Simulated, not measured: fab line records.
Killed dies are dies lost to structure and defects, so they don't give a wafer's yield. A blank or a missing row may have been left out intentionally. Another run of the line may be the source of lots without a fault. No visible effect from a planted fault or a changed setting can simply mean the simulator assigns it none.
Which tool is to blame? -- flow n5Finfet -- Sampling: 24 lots, 72 wafers, 6 of 1938 route steps

WHAT THE GAUGES READ, wafer by wafer
The record holds no reading of a measuring or inspecting step that can be judged against a usual standard deviation.

WHICH TOOL RAN EACH LOT (tool, then ch and the chambers of the sampled wafers, then the start)
lot,N5_SD_EPI_N_SD_RECESS_17,N5_SD_EPI_N_STRIP_38,N5_ILD0_LINER_00,N5_SDB_STRIP_22,N5_SDB_ALD_29,N5_DUMMY_REMOVAL_STRIP_10
L074,"rieSi-03 ch 0,1,2, day 3 01:10","plasmaAsher-01 ch 0,1, day 3 01:16","aldSin-04 ch 1,2,3, day 3 12:29","plasmaAsher-02 ch 0, day 3 19:43","aldSin-02 ch 0,1, day 3 20:12","rieDiel-01 ch 0,1,3, day 3 23:19"
L075,"rieSi-03 ch 0,1,3, day 3 06:22","plasmaAsher-01 ch 0,1, day 3 06:28","aldSin-02 ch 0,1,2, day 3 15:27","plasmaAsher-01 ch 0, day 3 22:34","aldSin-03 ch 0,2,3, day 3 23:03","rieDiel-01 ch 0,3, day 4 02:19"
L076,"rieSi-01 ch 2,3, day 3 13:43","plasmaAsher-02 ch 1, day 3 13:49","aldSin-01 ch 0,1,3, day 3 22:47","plasmaAsher-01 ch 0,1, day 4 05:53","aldSin-01 ch 1,3, day 4 06:23","rieDiel-06 ch 1,2,3, day 4 09:43"
L077,"rieSi-04 ch 1,2,3, day 3 18:51","plasmaAsher-01 ch 0,1, day 3 18:58","aldSin-02 ch 1,2, day 4 03:38","plasmaAsher-01 ch 0,1, day 4 10:53","aldSin-02 ch 0,3, day 4 11:19","rieDiel-06 ch 1,2,3, day 4 14:26"
L078,"rieSi-04 ch 0,1,2, day 4 02:29","plasmaAsher-02 ch 0,1, day 4 02:35","aldSin-04 ch 0,2,3, day 4 11:40","plasmaAsher-02 ch 0,1, day 4 19:00","aldSin-02 ch 1,2,3, day 4 19:31","rieDiel-06 ch 2,3, day 4 22:38"
L079,"rieSi-04 ch 0,3, day 4 07:18","plasmaAsher-01 ch 0,1, day 4 07:23","aldSin-02 ch 0,1,3, day 4 16:23","plasmaAsher-02 ch 0,1, day 5 01:02","aldSin-03 ch 0,1,2, day 5 01:39","rieDiel-01 ch 0,1,3, day 5 04:46"
L080,"rieSi-01 ch 0,1,2, day 4 12:54","plasmaAsher-02 ch 0,1, day 4 13:00","aldSin-02 ch 0,1,3, day 4 22:41","plasmaAsher-02 ch 1, day 5 06:16","aldSin-01 ch 1,2,3, day 5 07:36","rieDiel-06 ch 1,3, day 5 10:43"
L081,"rieSi-03 ch 1,2, day 4 19:38","plasmaAsher-02 ch 0,1, day 4 19:44","aldSin-02 ch 2,3, day 5 06:04","plasmaAsher-01 ch 0,1, day 5 13:47","aldSin-02 ch 0,3, day 5 14:42","rieDiel-01 ch 1,2, day 5 17:50"
L082,"rieSi-03 ch 0,2,3, day 5 02:52","plasmaAsher-02 ch 0,1, day 5 02:57","aldSin-04 ch 0,1,2, day 5 13:34","plasmaAsher-01 ch 0,1, day 5 20:56","aldSin-01 ch 1,2,3, day 5 21:53","rieDiel-04 ch 0,2, day 6 01:01"
L083,"rieSi-01 ch 0,1,3, day 5 09:58","plasmaAsher-02 ch 0,1, day 5 10:05","aldSin-02 ch 0,2,3, day 5 20:06","plasmaAsher-01 ch 0,1, day 6 03:19","aldSin-02 ch 1,2,3, day 6 03:46","rieDiel-04 ch 0,2,3, day 6 06:55"
L084,"rieSi-01 ch 0,1,2, day 5 18:26","plasmaAsher-01 ch 0,1, day 5 18:31","aldSin-04 ch 0,1,3, day 6 04:07","plasmaAsher-02 ch 0,1, day 6 11:19","aldSin-02 ch 1,2,3, day 6 12:26","rieDiel-04 ch 0,2,3, day 6 15:34"
L085,"rieSi-01 ch 1,2,3, day 5 20:11","plasmaAsher-01 ch 0,1, day 5 20:16","aldSin-04 ch 1,2, day 6 04:41","plasmaAsher-02 ch 0,1, day 6 13:07","aldSin-03 ch 1,3, day 6 13:52","rieDiel-01 ch 0,1,2, day 6 16:59"
L086,"rieSi-01 ch 0,2,3, day 6 07:53","plasmaAsher-01 ch 0,1, day 6 07:59","aldSin-02 ch 1,2,3, day 6 18:09","plasmaAsher-02 ch 0,1, day 7 01:29","aldSin-01 ch 2,3, day 7 01:59","rieDiel-06 ch 0,1,3, day 7 05:25"
L087,"rieSi-04 ch 0,1,2, day 6 12:03","plasmaAsher-02 ch 0,1, day 6 12:09","aldSin-02 ch 1,2,3, day 6 21:07","plasmaAsher-01 ch 0,1, day 7 04:14","aldSin-03 ch 0,2, day 7 04:43","rieDiel-04 ch 0,1, day 7 08:09"
L088,"rieSi-03 ch 0,2,3, day 6 16:35","plasmaAsher-01 ch 0,1, day 6 16:42","aldSin-01 ch 2,3, day 7 00:53","plasmaAsher-02 ch 0,1, day 7 08:00","aldSin-01 ch 1,2,3, day 7 08:29","rieDiel-04 ch 2,3, day 7 11:55"
L089,"rieSi-04 ch 1,2, day 6 21:52","plasmaAsher-02 ch 0,1, day 6 21:59","aldSin-02 ch 2,3, day 7 11:07","plasmaAsher-02 ch 0,1, day 7 18:10","aldSin-01 ch 1,2,3, day 7 19:58","rieDiel-04 ch 1,2, day 7 21:44"
L090,"rieSi-03 ch 0,1,2, day 7 02:56","plasmaAsher-02 ch 0,1, day 7 03:01","aldSin-01 ch 2,3, day 7 12:57","plasmaAsher-01 ch 0,1, day 7 20:26","aldSin-01 ch 1,2, day 7 21:26","rieDiel-06 ch 0,2,3, day 8 00:36"
L091,"rieSi-03 ch 0,2, day 7 09:54","plasmaAsher-02 ch 0,1, day 7 10:01","aldSin-02 ch 0,2, day 7 19:05","plasmaAsher-02 ch 1, day 8 02:05","aldSin-01 ch 2,3, day 8 02:34","rieDiel-06 ch 1,3, day 8 07:02"
L092,"rieSi-03 ch 1,3, day 7 15:44","plasmaAsher-02 ch 0,1, day 7 15:49","aldSin-02 ch 2,3, day 8 02:35","plasmaAsher-01 ch 0,1, day 8 09:58","aldSin-01 ch 2,3, day 8 11:16","rieDiel-01 ch 0,1, day 8 15:44"
L093,"rieSi-03 ch 0,1,2, day 7 19:29","plasmaAsher-02 ch 0,1, day 7 19:35","aldSin-02 ch 0,3, day 8 05:14","plasmaAsher-01 ch 0,1, day 8 12:34","aldSin-02 ch 0,3, day 8 14:58","rieDiel-06 ch 1,2,3, day 8 18:05"
L094,"rieSi-01 ch 0,1, day 8 05:39","plasmaAsher-01 ch 0,1, day 8 05:44","aldSin-01 ch 2,3, day 8 16:07","plasmaAsher-02 ch 0,1, day 9 00:31","aldSin-03 ch 0,2,3, day 9 01:00","rieDiel-06 ch 0,1,3, day 9 04:11"
L095,"rieSi-01 ch 1,2,3, day 8 09:10","plasmaAsher-01 ch 0,1, day 8 09:15","aldSin-02 ch 1,2,3, day 8 20:35","plasmaAsher-01 ch 0,1, day 9 04:07","aldSin-02 ch 0,1,2, day 9 05:05","rieDiel-06 ch 0,2,3, day 9 08:13"
L096,"rieSi-04 ch 1,3, day 8 17:20","plasmaAsher-01 ch 0, day 8 17:26","aldSin-02 ch 0,1,2, day 9 03:56","plasmaAsher-02 ch 0,1, day 9 11:22","aldSin-01 ch 2,3, day 9 12:20","rieDiel-01 ch 0,2, day 9 16:50"
L097,"rieSi-01 ch 1,2,3, day 9 02:11","plasmaAsher-02 ch 0,1, day 9 02:16","aldSin-04 ch 2,3, day 9 14:52","plasmaAsher-02 ch 0,1, day 9 22:06","aldSin-02 ch 2,3, day 9 22:43","rieDiel-04 ch 0,1, day 10 01:50"
- N5_SD_EPI_N_SD_RECESS_17: chemistry HBr/Cl2/O2, target depth 41 nm, time 23.7 s, bt time 3 s.
- N5_SD_EPI_N_STRIP_38: strips in N2/H2.
- N5_ILD0_LINER_00: material SiNx, target thk 4 nm, pulse time 1 s, purge time 2 s.
- N5_SDB_STRIP_22: strips in N2/H2.
- N5_SDB_ALD_29: deposits SiNx, target thk 30 nm, pulse time 1 s, ald cycles 600.
- N5_DUMMY_REMOVAL_STRIP_10: strips in N2/H2, time 40 s.

AS READ BY THE TOOLS THEMSELVES (means over the sampled wafers that have a number; for cases with no such wafer, the mark the record gives instead)
N5_SD_EPI_N_SD_RECESS_17. Usual: drypumpMotorCurrentA 5.48 A, standard deviation 0.27; oesProductAu 0.991 a.u., standard deviation 0.016; throttleValvePct 37.1 %, standard deviation 0.32.
lot,tool,drypumpMotorCurrentA (A),oesProductAu (a.u.),throttleValvePct (%),flag
L074,rieSi-03,5.56,0.988,36.9,
L075,rieSi-03,5.42,0.987,37.2,
L076,rieSi-01,5.53,0.988,36.8,
L077,rieSi-04,5.36,0.987,37.2,
L078,rieSi-04,5.24,0.990,37.1,
L079,rieSi-04,5.29,0.985,37.1,
L080,rieSi-01,5.65,1.006,37.2,
L081,rieSi-03,5.44,0.988,36.5,
L082,rieSi-03,5.52,0.979,37.0,
L083,rieSi-01,5.55,0.988,37.1,
L084,rieSi-01,5.66,1.013,37.2,
L085,rieSi-01,5.55,0.995,37.0,
L086,rieSi-01,5.64,0.998,37.0,
L087,rieSi-04,5.25,0.983,37.1,
L088,rieSi-03,5.54,0.981,37.0,
L089,rieSi-04,5.30,0.987,37.2,
L090,rieSi-03,5.59,0.984,36.9,
L091,rieSi-03,5.68,0.984,36.7,
L092,rieSi-03,5.14,0.991,37.0,
L093,rieSi-03,5.57,0.988,36.9,
L094,rieSi-01,5.66,1.002,37.3,
L095,rieSi-01,5.56,1.000,37.0,
L096,rieSi-04,5.43,0.996,37.4,
L097,rieSi-01,5.55,0.999,37.0,

N5_SD_EPI_N_STRIP_38. Usual: drypumpMotorCurrentA 5.60 A, standard deviation 0.28; heaterPowerW 329 W, standard deviation 28; oesProductAu 0.760 a.u., standard deviation 0.01.
lot,tool,drypumpMotorCurrentA (A),heaterPowerW (W),oesProductAu (a.u.),flag
L074,plasmaAsher-01,5.83,306,0.758,
L075,plasmaAsher-01,5.81,303,0.768,
L076,plasmaAsher-02,5.37,361,0.774,
L077,plasmaAsher-01,5.83,307,0.758,
L078,plasmaAsher-02,5.36,353,0.764,
L079,plasmaAsher-01,5.80,303,0.752,
L080,plasmaAsher-02,5.35,357,0.760,
L081,plasmaAsher-02,5.35,354,0.754,
L082,plasmaAsher-02,5.36,357,0.780,
L083,plasmaAsher-02,5.35,350,0.770,
L084,plasmaAsher-01,5.96,301,0.761,
L085,plasmaAsher-01,5.82,305,0.758,
L086,plasmaAsher-01,5.93,291,0.766,
L087,plasmaAsher-02,5.36,347,0.748,
L088,plasmaAsher-01,5.85,300,0.757,
L089,plasmaAsher-02,5.35,349,0.767,
L090,plasmaAsher-02,5.36,363,0.764,
L091,plasmaAsher-02,5.36,347,0.763,
L092,plasmaAsher-02,5.36,353,0.751,
L093,plasmaAsher-02,5.35,357,0.763,
L094,plasmaAsher-01,5.82,307,0.759,
L095,plasmaAsher-01,5.82,303,0.759,
L096,plasmaAsher-01,5.73,312,0.767,
L097,plasmaAsher-02,5.37,352,0.753,

N5_ILD0_LINER_00. Usual: heaterPowerW 788 W, standard deviation 86; precursorPulseHeightRel 1.001, standard deviation 0.017.
lot,tool,heaterPowerW (W),precursorPulseHeightRel,flag
L074,aldSin-04,837,0.999,
L075,aldSin-02,786,0.998,
L076,aldSin-01,833,0.996,
L077,aldSin-02,704,0.996,
L078,aldSin-04,836,0.992,
L079,aldSin-02,787,0.991,
L080,aldSin-02,777,1.031,
L081,aldSin-02,714,0.997,
L082,aldSin-04,801,0.987,
L083,aldSin-02,784,1.014,
L084,aldSin-04,869,1.014,
L085,aldSin-04,770,0.994,
L086,aldSin-02,715,0.995,
L087,aldSin-02,725,1.014,
L088,aldSin-01,771,1.005,
L089,aldSin-02,723,0.989,
L090,aldSin-01,781,1.023,
L091,aldSin-02,773,1.000,
L092,aldSin-02,733,1.004,
L093,aldSin-02,876,1.000,
L094,aldSin-01,772,0.999,
L095,aldSin-02,711,0.981,
L096,aldSin-02,794,0.987,
L097,aldSin-04,808,1.009,

N5_SDB_STRIP_22. Usual: drypumpMotorCurrentA 5.59 A, standard deviation 0.28; heaterPowerW 328 W, standard deviation 28; oesProductAu 0.715 a.u., standard deviation 0.0047; stripTimeToEndpointS 96.3 s, standard deviation 0.36.
lot,tool,drypumpMotorCurrentA (A),heaterPowerW (W),oesProductAu (a.u.),stripTimeToEndpointS (s),flag
L074,plasmaAsher-02,5.36,345,0.715,96.2,
L075,plasmaAsher-01,5.70,311,0.716,96.5,
L076,plasmaAsher-01,5.92,290,0.713,96.3,
L077,plasmaAsher-01,5.83,298,0.717,96.8,
L078,plasmaAsher-02,5.35,356,0.716,96.4,
L079,plasmaAsher-02,5.36,349,0.714,96.7,
L080,plasmaAsher-02,5.34,366,0.717,96.3,
L081,plasmaAsher-01,5.84,305,0.719,96.6,
L082,plasmaAsher-01,5.93,300,0.712,96.3,
L083,plasmaAsher-01,5.84,303,0.713,95.8,
L084,plasmaAsher-02,5.36,351,0.714,96.1,
L085,plasmaAsher-02,5.35,353,0.716,96.5,
L086,plasmaAsher-02,5.36,350,0.714,96.9,
L087,plasmaAsher-01,5.94,299,0.718,96.4,
L088,plasmaAsher-02,5.35,342,0.716,96.3,
L089,plasmaAsher-02,5.36,357,0.713,96.2,
L090,plasmaAsher-01,5.80,305,0.714,96.4,
L091,plasmaAsher-02,5.36,359,0.712,95.8,
L092,plasmaAsher-01,5.81,308,0.712,96.3,
L093,plasmaAsher-01,5.94,297,0.713,96.4,
L094,plasmaAsher-02,5.37,354,0.716,95.9,
L095,plasmaAsher-01,5.91,298,0.713,96.1,
L096,plasmaAsher-02,5.34,345,0.714,95.8,
L097,plasmaAsher-02,5.35,356,0.716,96.7,

N5_SDB_ALD_29. Usual: heaterPowerW 805 W, standard deviation 81; precursorPulseHeightRel 1.001, standard deviation 0.021.
lot,tool,heaterPowerW (W),precursorPulseHeightRel,flag
L074,aldSin-02,861,1.011,
L075,aldSin-03,858,0.995,
L076,aldSin-01,832,0.993,
L077,aldSin-02,875,1.001,
L078,aldSin-02,724,1.010,
L079,aldSin-03,918,0.997,
L080,aldSin-01,781,1.000,
L081,aldSin-02,866,1.019,
L082,aldSin-01,796,1.015,
L083,aldSin-02,712,1.006,
L084,aldSin-02,706,1.009,
L085,aldSin-03,914,1.004,
L086,aldSin-01,777,1.003,
L087,aldSin-03,877,0.998,
L088,aldSin-01,792,1.009,
L089,aldSin-01,786,1.005,
L090,aldSin-01,769,0.979,
L091,aldSin-01,793,0.988,
L092,aldSin-01,784,1.006,
L093,aldSin-02,868,0.995,
L094,aldSin-03,837,0.990,
L095,aldSin-02,787,1.008,
L096,aldSin-01,780,0.994,
L097,aldSin-02,715,1.011,

N5_DUMMY_REMOVAL_STRIP_10. Usual: drypumpMotorCurrentA 5.7 A, standard deviation 0.47; oesProductAu 0.76 a.u., standard deviation 0.065; rfVppV 45.4 V, standard deviation 0.88; showerheadPlenumPTorr 3.39 Torr, standard deviation 0.12; throttleValvePct 12.30 %, standard deviation 0.23.
lot,tool,drypumpMotorCurrentA (A),oesProductAu (a.u.),rfVppV (V),showerheadPlenumPTorr (Torr),throttleValvePct (%),flag
L074,rieDiel-01,6.2,0.73,45.9,3.32,12.34,
L075,rieDiel-01,6.1,0.71,45.8,3.30,12.31,
L076,rieDiel-06,5.5,0.75,44.7,3.24,12.29,
L077,rieDiel-06,5.5,0.75,44.5,3.24,12.29,
L078,rieDiel-06,5.7,0.72,45.5,3.29,12.37,
L079,rieDiel-01,6.2,0.73,45.9,3.32,12.37,
L080,rieDiel-06,6.0,0.76,45.4,3.28,12.26,
L081,rieDiel-01,5.5,0.78,45.9,3.47,12.25,
L082,rieDiel-04,5.6,0.81,45.9,3.47,12.07,
L083,rieDiel-04,5.8,0.79,45.0,3.46,12.10,
L084,rieDiel-04,5.8,0.78,45.9,3.46,12.12,
L085,rieDiel-01,5.9,0.76,45.2,3.36,12.35,
L086,rieDiel-06,5.8,0.75,45.7,3.32,12.32,
L087,rieDiel-04,5.4,0.75,45.1,3.49,12.43,
L088,rieDiel-04,5.9,0.80,45.4,3.43,12.02,
L089,rieDiel-04,5.7,0.80,46.3,3.43,12.21,
L090,rieDiel-06,5.5,0.79,45.4,3.46,12.24,
L091,rieDiel-06,6.0,0.74,44.8,3.27,12.33,
L092,rieDiel-01,6.4,0.75,45.3,3.32,12.45,
L093,rieDiel-06,5.5,0.81,45.3,3.35,12.17,
L094,rieDiel-06,5.8,0.74,45.9,3.31,12.37,
L095,rieDiel-06,5.5,0.79,44.6,3.46,12.25,
L096,rieDiel-01,5.5,0.75,44.9,3.40,12.33,
L097,rieDiel-04,5.4,0.73,46.7,3.48,12.47,

THE ANSWER, worked out from the rows above alone
Rule: a lot counts as off when the mean over its wafers that have a number is more than 3 standard deviations away from the usual mean. Also off: a lot with no number at a reading for which 4 or more lots have one. The other lots that the step has rows for count as sound. After the gauges, taken in route order, come the tools' own readings; for these a lot's mean is taken, as printed above. At the first step where some lot is off, the reading lying furthest off is the one used; lots without a number count as furthest.
Across all readings shown, no lot is off: no conclusion can be drawn from this.

WHAT WAS PUT IN BY THE SIMULATOR
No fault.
